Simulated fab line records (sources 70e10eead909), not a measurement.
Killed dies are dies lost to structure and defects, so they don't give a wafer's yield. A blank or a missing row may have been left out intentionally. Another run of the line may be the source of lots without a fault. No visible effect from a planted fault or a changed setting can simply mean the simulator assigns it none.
fab line records	flow nand-harc
record lots=5	wafers=15	last-day=33
route steps=1302 shown A_CHANNEL_HOLE_D1@460 END@1302
lots untouched by any fault: they come from a run of this same line in which no faults occurred
start-h: the number of hours between the record's first day and the start of the first shown wafer of the lot	wait-h: hours elapsed since this lot's preceding step	" unchanged from the row above	L1.1+2: a row that stands for several wafers	- no value, or no start given	* or withheld: withheld	< > ~ a bound
route shown NAME@n: a module of which the file shows steps, and the number in the route of the first	usual: mean/standard deviation taken from wafers without a fault	same: alike in all rows	chamber/n: place in a boat	sites: per-site readings	_std_site: their standard deviation	_edge_site: mean of outer sites minus mean of inner sites	radius-mm: how far each site lies from the wafer's centre	mask NAME#n: copy n	behind: the most recent tool/chamber to have shaped the wafer	hold: why the lot went on hold/how many hours it stayed there/how the hold came to an end	device: whichever transistor did not switch (one of n, p or np)	end of line: the same wafers' tests at the end of the route	a step with no rows: only its recipe	killed: dies lost to structure and defects at the first sort, not the wafer's yield	map: the dies of a wafer, with x for killed, . for not killed, _ for no die there
set.NAME: the setting the step ran with; set.NAME@STEP: the setting that earlier step ran with	model.NAME: the simulator's own value behind a step, which no gauge read
lots seen at some steps along the route; tables by step, rows by wafer
services: from which hour (start-h, from the record's first day; less than 0 if before it) a tool's chamber was out of use, for how many hours, and why
## steps
# step NHARC_A_CHANNEL_HOLE_D1_PEB_08
# recipe peb-temp-c=100	peb-time-s=65
# step NHARC_A_CHANNEL_HOLE_D1_DEVELOP_09
# recipe develop-time-s=35	dev-temp-c=23
# step NHARC_A_CHANNEL_HOLE_D1_DESCUM_15
# recipe time-s=3	o2-flow-sccm=200	ar-flow-sccm=0	bias-power-w=0	chemistry=O2
# step NHARC_A_CHANNEL_HOLE_D1_ETCH_38
# recipe target-depth-a=390	over-etch-frac=0.3	time-s=65	ion-energy-ev=80	cf4-flow-sccm=150	ar-flow-sccm=0	rf-w=300	bias-w=100	chemistry=CF4
# step NHARC_A_CHANNEL_HOLE_D1_ETCH_39
# recipe target-depth-a=2600	over-etch-frac=0.3	time-s=325	ion-energy-ev=200	n2-flow-sccm=150	h2-flow-sccm=150	ar-flow-sccm=0	rf-w=400	bias-w=150	chemistry=N2/H2
# step NHARC_A_CHANNEL_HOLE_D1_ETCH_34
# recipe target-depth-a=1540	time-s=77	cf4-flow-sccm=100	chf3-flow-sccm=30	ar-flow-sccm=0	rf-w=500	bias-w=200	chemistry=CF4/CHF3
# step NHARC_A_CHANNEL_HOLE_D1_ETCH_16
# recipe target-depth-a=31000	over-etch-frac=0.3	time-s=806	ion-energy-ev=150	o2-flow-sccm=400	cos-flow-sccm=20	ar-flow-sccm=0	rf-w=500	bias-w=300	chemistry=O2/COS
# step NHARC_A_CHANNEL_HOLE_D1_ETCH_19
# recipe bias-v=1200	source-w=2500	pressure-mtorr=15	time-s=34.5	ar-flow-sccm=375	c4f8-flow-sccm=28.8	o2-flow-sccm=96.2	temp-c=-20	target-depth-a=*	chemistry=C4F8/O2/Ar
# step NHARC_A_CHANNEL_HOLE_D1_ETCH_20
# recipe bias-v=3000	source-w=withheld	pressure-mtorr=20	time-s=361.9	ar-flow-sccm=375	c4f8-flow-sccm=89.3	o2-flow-sccm=35.7	temp-c=-20	target-depth-a=16000	chemistry=C4F8/O2/Ar
# usual c4f8-flow-sccm=89.30/0.25	chamber-pressure-mTorr=19.997/0.019	drypump-motor-current-A=6.08/0.29	showerhead-plenum-p-Torr=3.63/0.15	throttle-valve-pct=32.156/0.0092
lot.wafer	tool	chamber	start-h	wait-h	c4f8-flow-sccm	chamber-pressure-mTorr	drypump-motor-current-A	rf-hours-counter-h	showerhead-plenum-p-Torr	throttle-valve-pct
L559.1	har-etch-02	0	323.23	0.1	-	-	-	-	-	-
L559.4	"	0	"	"	-	-	-	-	-	-
L559.6	"	0	"	"	-	-	-	-	-	-
L560.1	har-etch-01	1	327.38	0.1	-	-	-	-	-	-
L560.6	"	0	"	"	-	-	-	-	-	-
L560.5	"	1	"	"	-	-	-	-	-	-
L562.1	har-etch-02	0	343.11	0.1	-	-	-	-	-	-
L562.3	"	1	"	"	-	-	-	-	-	-
L562.6	"	1	"	"	-	-	-	-	-	-
L566.1	har-etch-01	0	393.03	0.1	89.41	19.982	6.18	214	3.52	32.161
L566.3	"	0	"	"	89.38	19.983	6.17	-	3.52	32.166
L566.6	"	1	"	"	89.28	20.010	5.96	-	3.66	32.153
L567.1	har-etch-01	0	397.23	0.1	89.39	19.998	6.20	218	3.51	32.160
L567.3	"	0	"	"	89.42	19.992	6.15	-	3.51	32.147
L567.5	"	1	"	"	89.11	20.010	5.87	-	3.66	32.142
# step NHARC_A_CHANNEL_HOLE_D1_ETCH_21
# recipe bias-v=3000	source-w=withheld	pressure-mtorr=20	time-s=514.3	ar-flow-sccm=375	c4f8-flow-sccm=89.3	o2-flow-sccm=35.7	temp-c=-20	target-depth-a=16000	chemistry=C4F8/O2/Ar
# step NHARC_A_CHANNEL_HOLE_D1_ETCH_22
# recipe bias-v=3000	source-w=withheld	pressure-mtorr=20	time-s=666.7	ar-flow-sccm=375	c4f8-flow-sccm=89.3	o2-flow-sccm=35.7	temp-c=-20	target-depth-a=16000	chemistry=C4F8/O2/Ar
# step NHARC_A_CHANNEL_HOLE_D1_ETCH_23
# recipe bias-v=5000	source-w=withheld	pressure-mtorr=20	time-s=819	ar-flow-sccm=375	c4f8-flow-sccm=89.3	o2-flow-sccm=35.7	temp-c=-20	target-depth-a=16000	chemistry=C4F8/O2/Ar
# step NHARC_A_CHANNEL_HOLE_D1_ETCH_24
# recipe bias-v=5000	source-w=withheld	pressure-mtorr=20	time-s=906.2	ar-flow-sccm=375	c4f8-flow-sccm=93.8	o2-flow-sccm=31.2	temp-c=-20	target-depth-a=15000	chemistry=C4F8/O2/Ar
# step NHARC_A_CHANNEL_HOLE_D1_ETCH_25
# recipe bias-v=5000	source-w=withheld	pressure-mtorr=20	time-s=1040.2	ar-flow-sccm=375	c4f8-flow-sccm=93.8	o2-flow-sccm=31.2	temp-c=-20	target-depth-a=15000	chemistry=C4F8/O2/Ar
# step NHARC_A_CHANNEL_HOLE_D1_ETCH_26
# recipe bias-v=300	source-w=2000	pressure-mtorr=30	time-s=224.1	ar-flow-sccm=375	c4f8-flow-sccm=11.4	o2-flow-sccm=113.6	temp-c=-20	target-depth-a=3000	chemistry=C4F8/O2/Ar
# step NHARC_A_CHANNEL_HOLE_D1_ETCH_33
# recipe bias-v=400	source-w=2000	pressure-mtorr=25	time-s=90	ar-flow-sccm=375	c4f8-flow-sccm=41.7	o2-flow-sccm=83.3	temp-c=-20	target-depth-a=4000	chemistry=C4F8/O2/Ar
# step NHARC_A_CHANNEL_HOLE_D1_STRIP_41
# recipe n2-flow-sccm=150	h2-flow-sccm=150	ar-flow-sccm=0	bias-w=0	chemistry=N2/H2
# step NHARC_A_CHANNEL_HOLE_D1_STRIP_42
# recipe cf4-flow-sccm=100	chf3-flow-sccm=30	ar-flow-sccm=0	bias-w=0	chemistry=CF4/CHF3
# step NHARC_A_CHANNEL_HOLE_D1_STRIP_43
# recipe o2-flow-sccm=400	cos-flow-sccm=20	ar-flow-sccm=0	bias-w=0	chemistry=O2/COS
# step NHARC_A_CHANNEL_HOLE_D1_ETCH_44
# recipe target-depth-a=1400	overetch-a=140	time-s=77	ion-energy-ev=100	cf4-flow-sccm=80	o2-flow-sccm=20	ar-flow-sccm=0	rf-w=300	bias-w=100	chemistry=CF4/O2
# usual bias-w=99.93/0.28	cf4-flow-sccm=80.03/0.23	drypump-motor-current-A=5.59/0.28	oes_o_777_au=1.000/0.0046	oes-product-au=1.000/0.0076	rf-vpp-V=198.2/1.6	showerhead-plenum-p-Torr=1.35/0.063	throttle-valve-pct=13.399/0.0088
lot.wafer	tool	chamber	start-h	wait-h	bias-w	cf4-flow-sccm	drypump-motor-current-A	oes_o_777_au	oes-product-au	rf-hours-counter-h	rf-vpp-V	showerhead-plenum-p-Torr	throttle-valve-pct	model.A_CHANNEL_HOLE_D1.cd-nm
L559.4	rie-diel-05	1	327.80	0.1	100.15	80.14	5.49	1.000	1.010	31	199.7	1.41	13.408	97.87
L559.1	"	3	"	"	99.82	80.58	5.47	0.999	1.017	31	198.2	1.32	13.397	96.67
L559.6	"	2	"	"	99.79	80.27	5.30	0.995	1.011	-	199.8	1.39	13.411	98.91
L560.1	rie-diel-01	1	331.98	0.1	99.56	79.77	5.35	0.994	0.998	10	198.0	1.34	13.399	99.88
L560.6	"	3	"	"	99.70	79.92	5.33	0.999	0.995	-	197.7	1.25	13.405	100
L560.5	"	0	"	"	99.29	80.10	5.62	1.002	0.998	-	199.8	1.43	13.403	99.85
L562.1	rie-diel-07	1	347.71	0.1	99.46	80.00	5.70	0.996	0.979	17	195.3	1.26	13.397	97.68
L562.3	"	3	"	"	99.89	79.95	6.15	0.999	0.989	14	199.8	1.42	13.390	94.96
L562.6	"	2	"	"	100.07	80.00	5.95	0.996	1.003	-	198.6	1.32	13.406	95.08
L566.3	rie-diel-05	2	397.68	0.1	100.01	79.69	5.31	1.001	1.005	49	199.0	1.38	13.403	91.91
L566.1	"	0	"	"	100.11	79.51	6.16	0.999	1.004	51	199.2	1.39	13.400	89.57
L566.6	"	2	"	"	100.11	80.25	5.34	0.990	1.011	-	200.6	1.38	13.414	91.73
L567.3	rie-diel-01	2	401.83	0.1	99.71	80.22	5.69	1.001	1.009	2	197.5	1.38	13.394	89.67
L567.1	"	3	"	"	99.81	79.75	5.32	1.000	1.002	1	197.0	1.25	13.388	89.29
L567.5	"	2	"	"	100.02	79.89	5.69	1.002	1.003	-	198.4	1.38	13.393	88.75
# step NHARC_A_CHANNEL_HOLE_D1_STRIP_27
# recipe o2-flow-sccm=500	ar-flow-sccm=0	bias-w=0	chemistry=O2
# step NHARC_A_CHANNEL_HOLE_D1_PRECLEAN_28
# recipe time-s=*	temp-c=50	bath-age-min=0	chemistry=SC1
# step NHARC_A_CHANNEL_HOLE_D1_SRD_29
# step NHARC_A_CHANNEL_HOLE_D1_CD_MEAS_30
# usual cd-nm=89.7/1
lot.wafer	tool	chamber	start-h	wait-h	cd-nm
L559.1	cd-sem-03	-	328.60	-	-0.7
L559.4	"	-	"	"	-0.4
L559.6	"	-	"	"	0.1
L560.1	cd-sem-02	-	332.76	-	0.3
L560.5	"	-	"	"	-0.4
L560.6	"	-	"	"	0.4
L562.1	cd-sem-02	-	349.47	-	0.2
L562.3	"	-	"	"	-0.2
L562.6	"	-	"	"	0.4
L566.1	cd-sem-03	-	398.47	-	89.6
L566.3	"	-	"	"	91.6
L566.6	"	-	"	"	91.5
L567.1	cd-sem-03	-	402.67	0.1	89.5
L567.3	"	-	"	"	90.1
L567.5	"	-	"	"	88.9
# step NHARC_A_CHANNEL_HOLE_D1_XSEM_31
# recipe landing-energy-ev=35000
# usual bot-cd-nm=74.3/1.2	bow-nm=8.73/0.21	tilt-deg=0.07/0.047
lot.wafer	tool	chamber	start-h	wait-h	bot-cd-nm	bow-nm	tilt-deg
L559.1	xsem-02	0	328.69	0.1	0.0	0.36	0.10
L559.4	"	0	"	"	0.0	0.36	0.10
L559.6	"	0	"	"	0.0	0.36	0.11
L560.1	xsem-01	0	332.85	0.1	0.7	0.42	-0.03
L560.5	"	0	"	"	0.5	0.42	-0.03
L560.6	"	0	"	"	0.8	0.41	-0.03
L562.1	xsem-01	0	349.56	0.1	0.8	0.48	0.13
L562.3	"	0	"	"	0.4	0.48	0.13
L562.6	"	0	"	"	0.9	0.48	0.13
L566.1	xsem-01	0	398.55	0.1	73.3	8.92	0.04
L566.3	"	0	"	"	76.0	8.88	0.04
L566.6	"	0	"	"	75.5	8.91	0.04
L567.1	xsem-02	0	402.76	0.1	73.8	8.56	0.11
L567.3	"	0	"	"	74.1	8.56	0.11
L567.5	"	0	"	"	74.0	8.61	0.11
# step NHARC_END_SORT_01
# recipe temp-c=25
# usual killed-at-array=56/21	killed-at-other=1.2/1.6	killed-at-periphery=3.7/2.5	killed-dies=61/21	killed-open=3.1/1.8	killed-short=2.8/1.7
# same gross-dies=677
lot.wafer	tool	chamber	start-h	wait-h	killed-at-array	killed-at-other	killed-at-periphery	killed-dies	killed-open	killed-short
L559.1	prober-02	0	698.12	2.5	676	1	0	677	3	2
L559.4	prober-02	0	700.53	3.4	670	1	6	677	5	2
L559.6	prober-02	0	702.14	4.0	676	0	1	677	1	3
L560.1	prober-01	0	698.30	2.5	672	0	5	677	1	3
L560.5	prober-01	0	701.52	3.7	672	1	4	677	2	1
L560.6	prober-01	0	702.32	4.0	669	0	8	677	0	7
L562.1	prober-01	0	711.43	2.5	669	1	7	677	3	6
L562.3	prober-01	0	713.03	3.1	669	0	8	677	3	4
L562.6	prober-01	0	715.44	4.0	668	2	7	677	1	3
# killed by level:class
L559.1 A_CHANNEL_HOLE_D1:area-etch=597 A_CHANNEL_HOLE_D1:chamber-film-flake=33 A_SLIT:chamber-film-flake=17 A_CHANNEL_HOLE_D2:chamber-film-flake=12 A_SGD_CUT:chamber-film-flake=5 A_CONTACT:chamber-film-flake=3 A_STAIRCASE:chamber-film-flake=2 A_ONON_D1:geometric-particle:short=1
L560.1 A_CHANNEL_HOLE_D1:area-etch=612 A_SLIT:chamber-film-flake=31 A_CHANNEL_HOLE_D2:chamber-film-flake=15 A_CHANNEL_HOLE_D1:chamber-film-flake=5 A_CONTACT:chamber-film-flake=3 A_CHANNEL_FILL_D2:chamber-film-flake=2 P_M1:geometric-particle:open=1 A_CHANNEL_FILL_D1:geometric-particle:short=1
L559.4 A_CHANNEL_HOLE_D1:area-etch=572 A_CHANNEL_HOLE_D1:chamber-film-flake=37 A_SLIT:chamber-film-flake=26 A_CHANNEL_HOLE_D2:chamber-film-flake=23 A_SGD_CUT:chamber-film-flake=4 A_CHANNEL_FILL_D1:chamber-film-flake=2 A_STAIRCASE:chamber-film-flake=2 P_GATE:geometric-particle:open=1
L560.5 A_CHANNEL_HOLE_D1:area-etch=607 A_SLIT:chamber-film-flake=30 A_CHANNEL_HOLE_D2:chamber-film-flake=24 A_CHANNEL_HOLE_D1:chamber-film-flake=6 P_CONTACT:chamber-film-flake=3 A_CHANNEL_FILL_D1:chamber-film-flake=2 A_ONON_D1:geometric-particle:open=1 A_WL_FILL:geometric-particle:open=1
L559.6 A_CHANNEL_HOLE_D1:area-etch=569 A_CHANNEL_HOLE_D1:chamber-film-flake=35 A_SLIT:chamber-film-flake=31 A_CHANNEL_HOLE_D2:chamber-film-flake=28 A_SGD_CUT:chamber-film-flake=5 A_CONTACT:chamber-film-flake=2 A_ONON_D1:geometric-particle:short=1 A_CHANNEL_HOLE_D1:geometric-particle:short=1
L560.6 A_CHANNEL_HOLE_D1:area-etch=603 A_SLIT:chamber-film-flake=30 A_CHANNEL_HOLE_D2:chamber-film-flake=16 A_CHANNEL_HOLE_D1:chamber-film-flake=5 A_STAIRCASE:chamber-film-flake=4 P_M2:chamber-film-flake=3 A_CHANNEL_FILL_D1:geometric-particle:short=2 A_CHANNEL_FILL_D1:chamber-film-flake=2
L562.1 A_CHANNEL_HOLE_D1:area-etch=588 A_CHANNEL_HOLE_D1:chamber-film-flake=34 A_SLIT:chamber-film-flake=26 A_CHANNEL_HOLE_D2:chamber-film-flake=11 P_STI:chamber-film-flake=3 A_CHANNEL_FILL_D1:geometric-particle:short=2 A_STAIRCASE:chamber-film-flake=2 P_CONTACT:geometric-particle:open=1
L562.3 A_CHANNEL_HOLE_D1:area-etch=604 A_SLIT:chamber-film-flake=26 A_CHANNEL_HOLE_D1:chamber-film-flake=23 A_CHANNEL_HOLE_D2:chamber-film-flake=7 P_M1:chamber-film-flake=4 A_STAIRCASE:chamber-film-flake=3 A_CHANNEL_FILL_D1:geometric-particle:short=2 P_STI:geometric-particle:short=1
L562.6 A_CHANNEL_HOLE_D1:area-etch=591 A_CHANNEL_HOLE_D1:chamber-film-flake=38 A_SLIT:chamber-film-flake=20 A_CHANNEL_HOLE_D2:chamber-film-flake=15 P_M1:chamber-film-flake=3 P_STI:chamber-film-flake=2 THIN_TSV:chamber-film-flake=2 P_CONTACT:geometric-particle:short=1
# map L559.1 (x killed, . not)
____________x____________
_________xxxxxxx_________
_______xxxxxxxxxxx_______
______xxxxxxxxxxxxx______
_____xxxxxxxxxxxxxxx_____
____xxxxxxxxxxxxxxxxx____
____xxxxxxxxxxxxxxxxx____
___xxxxxxxxxxxxxxxxxxx___
___xxxxxxxxxxxxxxxxxxx___
__xxxxxxxxxxxxxxxxxxxxx__
__xxxxxxxxxxxxxxxxxxxxx__
_xxxxxxxxxxxxxxxxxxxxxxx_
_xxxxxxxxxxxxxxxxxxxxxxx_
_xxxxxxxxxxxxxxxxxxxxxxx_
_xxxxxxxxxxxxxxxxxxxxxxx_
_xxxxxxxxxxxxxxxxxxxxxxx_
xxxxxxxxxxxxxxxxxxxxxxxxx
xxxxxxxxxxxxxxxxxxxxxxxxx
xxxxxxxxxxxxxxxxxxxxxxxxx
xxxxxxxxxxxxxxxxxxxxxxxxx
xxxxxxxxxxxxxxxxxxxxxxxxx
_xxxxxxxxxxxxxxxxxxxxxxx_
_xxxxxxxxxxxxxxxxxxxxxxx_
_xxxxxxxxxxxxxxxxxxxxxxx_
_xxxxxxxxxxxxxxxxxxxxxxx_
_xxxxxxxxxxxxxxxxxxxxxxx_
__xxxxxxxxxxxxxxxxxxxxx__
__xxxxxxxxxxxxxxxxxxxxx__
___xxxxxxxxxxxxxxxxxxx___
___xxxxxxxxxxxxxxxxxxx___
____xxxxxxxxxxxxxxxxx____
____xxxxxxxxxxxxxxxxx____
_____xxxxxxxxxxxxxxx_____
______xxxxxxxxxxxxx______
_______xxxxxxxxxxx_______
_________xxxxxxx_________
____________x____________
# map L560.1 (x killed, . not)
____________x____________
_________xxxxxxx_________
_______xxxxxxxxxxx_______
______xxxxxxxxxxxxx______
_____xxxxxxxxxxxxxxx_____
____xxxxxxxxxxxxxxxxx____
____xxxxxxxxxxxxxxxxx____
___xxxxxxxxxxxxxxxxxxx___
___xxxxxxxxxxxxxxxxxxx___
__xxxxxxxxxxxxxxxxxxxxx__
__xxxxxxxxxxxxxxxxxxxxx__
_xxxxxxxxxxxxxxxxxxxxxxx_
_xxxxxxxxxxxxxxxxxxxxxxx_
_xxxxxxxxxxxxxxxxxxxxxxx_
_xxxxxxxxxxxxxxxxxxxxxxx_
_xxxxxxxxxxxxxxxxxxxxxxx_
xxxxxxxxxxxxxxxxxxxxxxxxx
xxxxxxxxxxxxxxxxxxxxxxxxx
xxxxxxxxxxxxxxxxxxxxxxxxx
xxxxxxxxxxxxxxxxxxxxxxxxx
xxxxxxxxxxxxxxxxxxxxxxxxx
_xxxxxxxxxxxxxxxxxxxxxxx_
_xxxxxxxxxxxxxxxxxxxxxxx_
_xxxxxxxxxxxxxxxxxxxxxxx_
_xxxxxxxxxxxxxxxxxxxxxxx_
_xxxxxxxxxxxxxxxxxxxxxxx_
__xxxxxxxxxxxxxxxxxxxxx__
__xxxxxxxxxxxxxxxxxxxxx__
___xxxxxxxxxxxxxxxxxxx___
___xxxxxxxxxxxxxxxxxxx___
____xxxxxxxxxxxxxxxxx____
____xxxxxxxxxxxxxxxxx____
_____xxxxxxxxxxxxxxx_____
______xxxxxxxxxxxxx______
_______xxxxxxxxxxx_______
_________xxxxxxx_________
____________x____________
## services
tool	chamber	start-h	hours	kind
rie-diel-05	0	307.80	3.0	repair
rie-diel-01	0	311.03	-	clean
rie-diel-01	1	311.03	-	clean
rie-diel-01	2	311.03	-	clean
rie-diel-01	3	311.03	-	clean
rie-diel-05	0	313.54	-	clean
rie-diel-05	1	313.54	-	clean
rie-diel-05	2	313.54	-	clean
rie-diel-05	3	313.54	-	clean
rie-diel-07	3	327.72	7.0	repair
xsem-01	-	328.82	0.9	repair
rie-diel-01	0	335.53	-	clean
rie-diel-01	1	335.53	-	clean
rie-diel-01	2	335.53	-	clean
rie-diel-01	3	335.53	-	clean
rie-diel-05	0	338.12	-	clean
rie-diel-05	1	338.12	-	clean
rie-diel-05	2	338.12	-	clean
rie-diel-01	0	340.62	2.5	repair
xsem-01	-	374.00	14.0	pm
har-etch-02	-	377.00	17.0	pm
rie-diel-01	-	381.03	9.0	pm
rie-diel-05	3	399.97	5.3	repair
rie-diel-07	1	400.98	15.2	repair
## key
first-sign step=NHARC_A_CHANNEL_HOLE_D1_ETCH_20	reading=tool-record	direction=missing
effect step=NHARC_A_CHANNEL_HOLE_D1_CD_MEAS_30	reading=cd-nm	direction=down	sigmas=90	usual=89.7	struck=0.0
effect step=NHARC_A_CHANNEL_HOLE_D1_XSEM_31	reading=bot-cd-nm	direction=down	sigmas=62	usual=74.3	struck=0.4
effect step=NHARC_END_SORT_01	reading=killed-at-array	direction=up	sigmas=29	usual=56	struck=671
model-effect step=NHARC_A_CHANNEL_HOLE_D1_ETCH_44	value=A_CHANNEL_HOLE_D1.cd-nm	without=89.7	struck=97.88
more-kills-born-at NHARC_A_CHANNEL_HOLE_D1_ETCH_20@har-etch-02=3521	NHARC_A_CHANNEL_HOLE_D1_ETCH_20@har-etch-01=1822
met-at NHARC_A_CHANNEL_HOLE_D1_ETCH_20
struck-wafers L559.1,L559.4,L559.6,L560.1,L560.5,L560.6,L562.1,L562.3,L562.6
later-rows-left-out L559.1,L559.4,L559.6,L560.1,L560.5,L560.6,L562.1,L562.3,L562.6
tester-left-out L559,L560,L562
fault kind=skipped-step-whole	tool=har-etch-01,har-etch-02	chamber=-	onset-h=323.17	steps=NHARC_A_CHANNEL_HOLE_D1_ETCH_20	scope=struck-lots-only
# tester-left-out: of these lots the tester's yield and bins aren't shown, on N5 and GAA mostly nor the transistor test; their killed dies are dies lost to structure and defects alone, not to doping, threshold or leakage, so they don't give the yield
# later-rows-left-out: the simulator's readings of these wafers behind a module that went badly wrong aren't trusted and aren't shown, but for the sort
